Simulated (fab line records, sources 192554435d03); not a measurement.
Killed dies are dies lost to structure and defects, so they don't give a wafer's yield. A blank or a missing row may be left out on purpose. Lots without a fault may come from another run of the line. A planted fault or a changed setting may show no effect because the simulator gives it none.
fab line records | flow n5_finfet
record lots=9 wafers=27 last_day=18
route steps=1938 shown BEOL_M4@1111 TV_OPEN@1890 PASSIVATION@1910
lots that met no fault: from a run of the same line without faults
start_h: hours from the record's first day to the start of the lot's first wafer shown | wait_h: hours since the lot's step before | " the same as in the row above | L1.1+2: a row that stands for several wafers | - no value, or no start given | * or withheld: withheld | < > ~ a bound
route shown NAME@n: a module of which the file shows steps, and the number in the route of the first | usual: mean/standard deviation of fault-free wafers | same: alike in all rows | chamber/n: place in a boat | sites: the reading at each site | _std_site: their standard deviation | _edge_site: outer sites' mean less inner sites' | radius_mm: how far each site lies from the wafer's centre | mask NAME#n: copy n | behind: the tool/chamber that last shaped the wafer | hold: why the lot was held/for how many hours/how that ended | device: the transistor (n, p or np) that didn't switch | end of line: the same wafers' tests at the end of the route | a step without rows: its recipe alone | killed: dies lost to structure and defects at the first sort, not the wafer's yield | map: a wafer's dies, x killed, . not, _ none there
set.NAME: the setting as run; set.NAME@STEP: as run at that earlier step | model.NAME: the simulator's own value behind a step, which no gauge read
steps of the route over a sample of lots; a table a step, a row a wafer
services: from which hour (start_h, from the record's first day; less than 0 if before it) a tool's chamber was out of use, for how many hours, and why
## steps
# step N5_BEOL_M4_RC_MEAS_101
# usual DIBL_N=36.4/1.3 DIBL_P=36.5/1.7 IOFF_N=0.154/0.022 IOFF_P=0.202/0.025 ION_N=671/9.8 ION_P=460/6.8 SS_N=71.6/0.54 SS_P=73.4/0.58 VT_N=250.9/2.8 VT_P=-251.4/2.7
# columns lot.wafer tool chamber start_h wait_h DIBL_N[mV/V] DIBL_P[mV/V] IOFF_N[nA/um] IOFF_P[nA/um] ION_N[uA/um] ION_P[uA/um] SS_N[mV/dec] SS_P[mV/dec] VT_N[mV] VT_P[mV]
L836.1 prober-02 0 172.44 0.0 37.2 35.9 0.159 0.181 682 449 73.0 73.1 252.0 -252.2
L836.4 " 0 " " 34.8 33.7 0.124 0.161 668 458 71.3 73.1 255.4 -252.7
L836.5 " 0 " " 37.4 36.4 0.168 0.194 674 452 72.1 72.9 250.2 -252.2
L839.3 prober-02 0 178.10 0.3 36.4 36.5 0.135 0.171 662 448 70.7 72.7 251.5 -255.8
L839.5 " 0 " " 38.7 38.8 0.172 0.203 678 453 71.6 74.2 247.7 -253.6
L839.6 " 0 " " 38.6 38.8 0.176 0.202 676 450 71.8 73.7 247.2 -253.1
L843.1 prober-02 0 222.66 0.0 36.6 37.3 0.159 0.232 669 466 71.8 74.1 250.7 -248.4
L843.4 " 0 " " 35.6 35.2 0.135 0.194 664 461 71.9 73.4 253.0 -250.1
L843.5 " 0 " " 35.2 35.7 0.135 0.200 669 471 70.7 73.5 251.4 -249.6
L844.2 prober-01 0 224.39 0.2 36.8 37.6 0.163 0.205 674 460 71.6 73.1 249.0 -249.7
L844.5 " 0 " " 34.7 35.0 0.129 0.174 655 453 71.5 73.2 253.7 -253.0
L844.6 " 0 " " 35.9 36.6 0.149 0.195 672 467 71.7 73.2 250.0 -250.1
L846.1 prober-02 0 228.32 0.0 36.7 37.2 0.154 0.200 664 453 71.4 73.1 250.5 -254.0
L846.5 " 0 " " 35.6 36.0 0.136 0.178 664 461 71.0 73.7 254.1 -253.2
L846.6 " 0 " " 36.3 37.2 0.152 0.200 668 459 71.6 73.6 250.8 -250.2
L851.3 prober-01 0 265.63 0.3 33.6 33.9 0.125 0.181 662 457 70.7 72.4 255.2 -250.4
L851.5 " 0 " " 34.6 35.4 0.136 0.197 671 463 71.0 73.3 252.1 -249.0
L851.6 " 0 " " 35.3 36.2 0.144 0.205 667 457 71.8 73.4 253.1 -250.7
L852.2 prober-01 0 268.42 0.2 34.8 34.5 0.125 0.172 655 449 71.9 72.9 256.1 -255.7
L852.4 " 0 " " 35.5 35.5 0.136 0.194 660 458 71.4 73.9 254.0 -254.8
L852.5 " 0 " " 36.8 36.3 0.145 0.209 659 458 71.2 73.0 250.3 -253.4
L854.1 prober-01 0 282.60 0.0 35.8 35.5 0.135 0.225 662 466 70.9 73.0 253.4 -250.0
L854.3 " 0 " " 38.0 37.1 0.161 0.260 656 461 72.7 73.9 249.9 -247.8
L854.6 " 0 " " 36.2 35.9 0.139 0.243 655 458 71.7 73.3 252.5 -245.9
L857.3 prober-01 0 310.98 0.3 34.7 34.7 0.130 0.191 662 459 71.6 72.5 253.3 -251.2
L857.4 " 0 " " 35.0 35.3 0.134 0.199 679 466 70.6 72.7 251.0 -248.1
L857.5 " 0 " " 35.2 36.0 0.145 0.215 672 464 71.2 72.4 250.8 -249.1
# step N5_PASSIVATION_ETCH_15
# recipe chemistry=CF4/N2 target=SiCN target_depth_a=750 taper_deg=2 time_s=81.2 ion_energy_ev=150 mask_material=SiNx pressure_mtorr=40 source_w=430 bias_w=70 Ar_flow_sccm=100 cf4_flow_sccm=60 n2_flow_sccm=60
# usual drypump_motor_current_A=5.7/0.42 oes_product_au=0.83/0.067 rf_vpp_V=382.8/2.1 showerhead_plenum_p_Torr=2.23/0.079 throttle_valve_pct=15.34/0.18
# columns lot.wafer tool chamber start_h wait_h drypump_motor_current_A oes_product_au rf_hours_counter_h rf_vpp_V showerhead_plenum_p_Torr throttle_valve_pct
L836.1 rie_diel-04 0 266.37 - 5.8 0.95 4 383.9 2.26 15.24
L836.4 " 3 " " 6.5 0.70 - 379.5 2.10 15.59
L836.5 " 0 " " 5.8 0.95 - 383.9 2.26 15.25
L839.3 rie_diel-01 2 272.40 - 5.6 0.92 19 381.8 2.17 15.20
L839.5 " 2 " " 5.5 0.91 - 382.3 2.17 15.19
L839.6 " 3 " " 5.4 0.84 - 383.9 2.23 15.41
L844.2 rie_diel-01 1 316.36 - 5.9 0.81 75 384.5 2.32 15.04
L844.5 " 0 " " 5.1 0.81 - 384.7 2.31 15.42
L844.6 " 1 " " 5.9 0.81 - 385.7 2.32 15.04
L843.1 rie_diel-01 3 322.94 - 5.4 0.82 97 382.8 2.22 15.43
L843.4 " 0 " " 5.1 0.80 - 384.5 2.31 15.43
L843.5 " 3 " " 5.4 0.82 - 381.7 2.22 15.42
L846.1 rie_diel-01 1 329.34 - 6.0 0.81 79 384.5 2.32 15.04
L846.5 " 3 " " 5.4 0.82 - 383.5 2.22 15.44
L846.6 " 0 " " 5.1 0.80 - 385.6 2.31 15.41
L851.3 rie_diel-03 3 357.23 - 4.8 0.79 104 381.4 2.13 15.67
L851.5 " 0 " " 5.2 0.87 - 387.3 2.34 15.38
L851.6 " 1 " " 5.9 0.80 - 383.5 2.22 15.40
L852.2 rie_diel-03 2 375.72 - 5.4 0.77 142 385.4 2.30 15.76
L852.4 " 0 " " 5.2 0.85 40 384.9 2.34 15.37
L852.5 " 1 " " 5.9 0.79 - 383.3 2.22 15.44
L854.1 rie_diel-04 0 380.83 - 5.8 0.85 45 382.4 2.25 15.32
L854.3 " 2 " " 5.8 0.89 34 383.8 2.24 15.29
L854.6 " 0 " " 5.8 0.86 - 382.5 2.25 15.33
L857.3 rie_diel-01 1 414.90 - 6.0 0.78 105 384.8 2.31 15.10
L857.4 " 3 " " 5.4 0.80 - 381.9 2.21 15.52
L857.5 " 0 " " 5.1 0.78 - 384.9 2.30 15.47
# step N5_PASSIVATION_ETCH_59
# recipe chemistry=Cl2/BCl3 target=TaN target_depth_a=650 time_s=34.9 ion_energy_ev=100 pressure_mtorr=10 icp_w=900 bias_w=100 Cl2_flow_sccm=60 bcl3_flow_sccm=30
# usual drypump_motor_current_A=5.6/0.43 oes_product_au=0.79/0.076 throttle_valve_pct=21.15/0.19
# same time_s=34.9
# columns lot.wafer tool chamber start_h wait_h drypump_motor_current_A oes_product_au rf_hours_counter_h throttle_valve_pct
L836.1 rie_metal-02 1 268.03 0.3 6.0 0.85 24 21.25
L836.4 " 1 " " 6.0 0.85 - 21.24
L836.5 " 1 " " 6.0 0.84 - 21.25
L839.3 rie_metal-01 0 274.01 0.2 5.3 0.84 - 20.99
L839.5 " 1 " " 6.1 0.76 - 21.35
L839.6 " 0 " " 5.3 0.84 - 21.00
L844.2 rie_metal-02 1 319.89 0.6 6.0 0.83 - 21.24
L844.5 " 1 " " 6.0 0.84 - 21.27
L844.6 " 1 " " 6.0 0.83 - 21.25
L843.1 rie_metal-03 0 325.06 0.3 5.3 0.82 22 20.64
L843.4 " 1 " " 5.9 0.74 - 21.18
L846.1 rie_metal-02 1 331.96 0.7 6.0 0.82 32 21.27
L846.6 " 1 " " 6.0 0.82 - 21.27
L851.3 rie_metal-01 1 359.19 0.2 6.1 0.73 - 21.35
L851.5 " 1 " " 6.1 0.73 - 21.35
L851.6 " 0 " " 5.3 0.84 - 20.97
L852.2 rie_metal-01 0 377.95 0.3 5.3 0.81 30 21.02
L852.4 " 1 " " 6.1 0.73 - 21.35
L852.5 " 0 " " 5.3 0.81 - 21.02
L854.1 rie_metal-02 1 383.02 0.3 6.0 0.80 37 21.28
L854.3 " 0 " " 4.9 0.93 - 20.97
L854.6 " 1 " " 6.0 0.80 - 21.27
L857.3 rie_metal-03 1 418.00 0.2 5.9 0.73 - 21.17
L857.4 " 0 " " 5.3 0.79 - 20.64
L857.5 " 0 " " 5.3 0.80 - 20.65
# step N5_PASSIVATION_CD_MEAS_44
# recipe target_cd_nm=40000 landing_energy_ev=500 detector=se_inlens
# usual cd_nm=40000/2.5
# same landing_energy_ev=500
# columns lot.wafer tool chamber start_h wait_h cd_nm
L836.1 cd_sem-01 0 269.31 - 40002
L836.4 " 0 " " 40001
L836.5 " 0 " " 39997
L839.3 cd_sem-03 0 275.27 - 40004
L839.5 " 0 " " 39999
L839.6 " 0 " " 40004
L844.2 cd_sem-03 0 321.35 - 40000
L844.5 " 0 " " 39997
L844.6 " 0 " " 40000
L843.1 cd_sem-03 0 326.46 - 40001
L843.4 " 0 " " 40002
L846.1 cd_sem-01 0 333.42 - 39999
L846.6 " 0 " " 40004
L851.3 cd_sem-03 0 360.45 - 39993
L851.5 " 0 " " 39998
L851.6 " 0 " " 39998
L852.2 cd_sem-03 0 379.11 - 40000
L852.4 " 0 " " 40002
L852.5 " 0 " " 40002
L854.1 cd_sem-02 0 384.18 - 40001
L854.3 " 0 " " 39999
L854.6 " 0 " " 39996
L857.3 cd_sem-01 0 419.24 - 39997
L857.4 " 0 " " 40002
L857.5 " 0 " " 39999
# step N5_PASSIVATION_DESCUM_46
# recipe chemistry=O2 time_s=7.9 source_power_w=50 bias_power_w=20 pressure_mtorr=20 rf_frequency_hz=2.712e+07 temp_c=40 o2_flow_sccm=225
# usual bias_power_w=20.01/0.06 drypump_motor_current_A=5.8/0.36 oes_product_au=0.80/0.083 rf_vpp_V=242.6/1.4 showerhead_plenum_p_Torr=2.06/0.071 throttle_valve_pct=20.43/0.23
# same time_s=7.9
# columns lot.wafer tool chamber start_h wait_h bias_power_w drypump_motor_current_A oes_product_au rf_hours_counter_h rf_vpp_V showerhead_plenum_p_Torr throttle_valve_pct
L836.1 rie_diel-02 3 269.40 0.0 19.97 6.1 0.69 228 240.7 1.97 20.94
L836.4 " 1 " " 19.97 5.0 0.70 216 241.3 1.98 20.42
L836.5 " 1 " " 19.88 5.0 0.70 - 241.3 1.98 20.40
L839.3 rie_diel-06 1 275.35 0.0 19.99 5.9 0.72 199 243.8 2.08 20.68
L839.5 " 3 " " 19.97 6.2 0.73 - 241.9 2.00 20.55
L839.6 " 1 " " 20.00 5.9 0.72 - 242.0 2.08 20.69
L844.2 rie_diel-06 1 321.44 0.0 19.95 6.0 0.70 215 242.8 2.07 20.72
L844.5 " 3 " " 19.92 6.2 0.72 - 241.9 1.99 20.58
L844.6 " 0 " " 20.11 5.8 0.85 - 243.0 2.03 20.38
L843.1 rie_diel-05 0 326.61 0.1 19.91 5.7 0.80 111 242.8 2.01 20.31
L843.4 " 3 " " 20.02 5.8 0.94 15 243.5 2.04 20.13
L846.1 rie_diel-06 1 333.69 0.2 19.94 6.0 0.70 220 242.8 2.07 20.72
L846.6 " 2 " " 20.01 5.9 0.86 - 241.4 2.04 20.13
L851.3 rie_diel-02 2 360.53 0.0 20.06 6.1 0.70 248 244.0 2.15 21.01
L851.5 " 2 " " 20.02 6.1 0.69 - 243.4 2.15 20.99
L851.6 " 1 " " 20.08 5.0 0.68 - 241.7 1.97 20.46
L852.2 rie_diel-05 3 379.19 0.0 19.92 5.7 0.90 36 242.9 2.03 20.15
L852.4 " 0 " " 19.99 5.7 0.79 132 241.4 2.00 20.35
L852.5 " 0 " " 19.99 5.7 0.78 - 243.9 2.00 20.34
L854.1 rie_diel-05 3 384.27 0.0 20.11 5.8 0.89 38 240.7 2.03 20.16
L854.3 " 2 " " 19.91 6.2 0.80 84 244.8 2.11 20.48
L854.6 " 3 " " 20.04 5.8 0.89 - 244.3 2.03 20.17
L857.3 rie_diel-05 1 419.72 0.4 19.99 5.1 0.82 107 240.8 2.01 20.24
L857.4 " 0 " " 20.04 5.6 0.75 150 240.9 2.00 20.38
L857.5 " 3 " " 19.98 5.7 0.87 - 241.7 2.03 20.18
# step N5_PASSIVATION_PROBE_49
# usual defect_limited_yield=91.1/1.3 killed_at_M0_to_M3=34/10 killed_at_M4_up=14/5.7 killed_at_contacts=12/5.9 killed_at_front_end=41/12 killed_at_other=4/3.1 killed_dies=105/15 killed_on_rim=14/4.2 killed_open=69/11 killed_short=35/7.8 sort_bin_5_function=5.3/0.81 sort_bin_6_memory=3.3/0.75 sort_bin_8_speed=0.00/0.007 sort_n_pass=1075/15 sort_yield_pct=91.1/1.3
# same gross_dies=1180 killed_at_back_side=0 sort_bin_4_leakage[%]=0
# columns lot.wafer tool chamber start_h wait_h defect_limited_yield[%] killed_at_M0_to_M3 killed_at_M4_up killed_at_contacts killed_at_front_end killed_at_other killed_dies killed_on_rim killed_open killed_short sort_bin_5_function[%] sort_bin_6_memory[%] sort_bin_8_speed[%] sort_n_pass sort_yield_pct[%]
L843.1 prober-02 - 329.65 0.0 88.6 19 9 30 75 1 134 20 95 39 6.9 4.2 0 1046 88.6
L843.4 prober-02 - 329.80 0.2 90.3 29 13 8 59 5 114 12 73 35 5.6 3.5 0 1066 90.3
L843.5 prober-02 - 329.85 0.2 0 47 11 18 83 1021 1180 152 113 49 94.8 5.1 0 0 0
L846.1 prober-02 - 336.77 0.0 90.8 47 14 5 38 5 109 9 73 33 4.6 4.4 0 1071 90.8
L846.5 prober-02 - 336.97 0.2 0 51 18 16 26 1069 1180 152 84 33 96.1 3.7 0 0 0
L846.6 prober-02 - 337.02 0.3 92.3 32 12 12 32 3 91 19 71 18 4.2 3.5 0 1089 92.3
L852.2 prober-01 - 382.70 0.1 89.7 36 21 7 55 2 121 16 73 43 5.8 4.2 0 1059 89.7
L852.4 prober-01 - 382.80 0.2 91.7 32 16 6 39 5 98 15 57 40 5.3 2.5 0 1082 91.7
L852.5 prober-01 - 382.85 0.2 92.2 27 12 9 41 3 92 15 55 36 4.8 2.7 0 1088 92.2
# killed by level:class
L843.1 FIN_SAQP:geometric_particle:open=33 MOL_CONTACT_COAG:geometric_particle:open=27 FIN_SAQP:geometric_particle:short=21 STI_FIN_REVEAL:geometric_particle:open=6 BEOL_M3:geometric_particle:open=6 BEOL_M2:geometric_particle:open=4 DUMMY_GATE:geometric_particle:open=3 MOL_CONTACT_COAG:geometric_particle:short=3
L843.4 FIN_SAQP:geometric_particle:open=22 FIN_SAQP:geometric_particle:short=14 BEOL_M2:geometric_particle:open=11 BEOL_M3:geometric_particle:open=7 MOL_CONTACT_COAG:geometric_particle:open=6 BEOL_M4:geometric_particle:open=5 HKMG_FIN:area_etch=5 BEOL_M1:geometric_particle:open=4
L843.5 TV_OPEN:area_etch=1018 FIN_SAQP:geometric_particle:open=35 MOL_CONTACT_COAG:geometric_particle:open=12 STI_FIN_REVEAL:geometric_particle:open=11 BEOL_M3:geometric_particle:open=11 BEOL_M2:geometric_particle:open=10 FIN_SAQP:geometric_particle:short=9 BEOL_M0_SAQP:geometric_particle:short=9
L846.1 BEOL_M2:geometric_particle:open=14 STI_FIN_REVEAL:geometric_particle:open=10 BEOL_M1:geometric_particle:open=8 BEOL_M0_SAQP:geometric_particle:open=8 GATE_CUT:geometric_particle:short=6 BEOL_M3:geometric_particle:open=6 STARTING-WAFER:geometric_particle:open=5 BEOL_M0_SAQP:geometric_particle:short=5
L846.5 TV_OPEN:area_etch=1063 BEOL_M2:geometric_particle:open=19 MOL_CONTACT_COAG:geometric_particle:open=15 BEOL_M4:geometric_particle:open=14 BEOL_M0_SAQP:geometric_particle:short=9 BEOL_M1:geometric_particle:open=8 BEOL_M3:geometric_particle:open=6 BEOL_M0_SAQP:geometric_particle:open=5
L846.6 MOL_CONTACT_COAG:geometric_particle:open=11 BEOL_M2:geometric_particle:open=11 ILD0:geometric_particle:open=7 BEOL_M0_SAQP:geometric_particle:open=6 DUMMY_GATE:geometric_particle:open=5 BEOL_M0_SAQP:geometric_particle:short=5 BEOL_M4:geometric_particle:open=5 BEOL_M5:geometric_particle:open=5
L852.2 FIN_SAQP:geometric_particle:open=19 BEOL_M0_SAQP:geometric_particle:short=14 FIN_SAQP:geometric_particle:short=11 BEOL_M0_SAQP:geometric_particle:open=11 BEOL_M4:geometric_particle:open=9 DUMMY_GATE:geometric_particle:open=6 MOL_CONTACT_COAG:geometric_particle:open=5 BEOL_M2:geometric_particle:open=5
L852.4 FIN_SAQP:geometric_particle:short=8 FIN_SAQP:geometric_particle:open=8 STI_FIN_REVEAL:geometric_particle:open=7 BEOL_M0_SAQP:geometric_particle:short=7 BEOL_M3:geometric_particle:open=6 BEOL_M0_SAQP:geometric_particle:open=5 BEOL_M2:geometric_particle:open=5 BEOL_M4:geometric_particle:open=5
L852.5 FIN_SAQP:geometric_particle:open=14 FIN_SAQP:geometric_particle:short=8 MOL_CONTACT_COAG:geometric_particle:open=8 GATE_CUT:geometric_particle:short=7 BEOL_M0_SAQP:geometric_particle:open=5 BEOL_M0_SAQP:geometric_particle:short=5 BEOL_M1:geometric_particle:open=5 DUMMY_GATE:geometric_particle:open=4
## services
# columns tool chamber start_h hours kind
rie_diel-02 - 243.77 0.4 repair
rie_diel-05 0 246.43 14.1 repair
rie_diel-04 1 246.44 6.6 repair
rie_diel-04 2 248.61 3.7 repair
rie_diel-06 1 249.84 9.5 repair
rie_metal-02 - 250.37 0.5 repair
rie_diel-01 0 269.66 2.1 repair
rie_diel-06 0 274.73 1.6 repair
rie_diel-01 0 275.75 4.7 repair
rie_diel-06 0 276.83 7.2 repair
rie_diel-03 3 282.13 10.9 repair
rie_diel-02 0 286.55 12.4 repair
rie_diel-03 - 298.97 15.6 pm
rie_diel-02 - 320.74 3.6 repair
rie_diel-01 2 321.53 13.2 repair
rie_metal-02 - 340.53 4.3 pm
rie_diel-06 1 352.27 2.4 repair
rie_diel-05 2 366.19 1.2 repair
rie_diel-06 2 368.01 12.3 repair
rie_diel-05 1 392.31 7.0 repair
rie_diel-05 1 399.46 6.0 repair
rie_metal-01 - 399.99 1.4 pm
rie_diel-06 0 407.54 13.2 repair
rie_diel-01 2 411.46 7.8 repair
## key
first_sign step=N5_PASSIVATION_PROBE_49 reading=killed_at_other direction=up sigmas=99+ usual=4 struck=1045
effect step=N5_PASSIVATION_PROBE_49 reading=sort_bin_5_function direction=up sigmas=99+ usual=5.3 struck=95.5
more_kills_born_at N5_PASSIVATION_ETCH_15@rie_diel-01=2081
met_at N5_PASSIVATION_ETCH_15
struck_lots L843,L846
struck_wafers L843.5,L846.5
later_rows_left_out L843.5,L846.5
not_acting_at N5_PASSIVATION_ETCH_59,N5_PASSIVATION_CD_MEAS_44,N5_PASSIVATION_DESCUM_46
onset_between 316.36 322.94
fault kind=process_parameter_drift tool=rie_diel-01 chamber=- onset_h=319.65 steps=N5_PASSIVATION_ETCH_15 channel=target_depth_a offset=-417.7 shape=step end_h=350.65 scope=struck_wafers_only acts_in=these_recipes_only stated=750
# later_rows_left_out: the simulator's readings of these wafers behind a module that went badly wrong aren't trusted and aren't shown, but for the sort
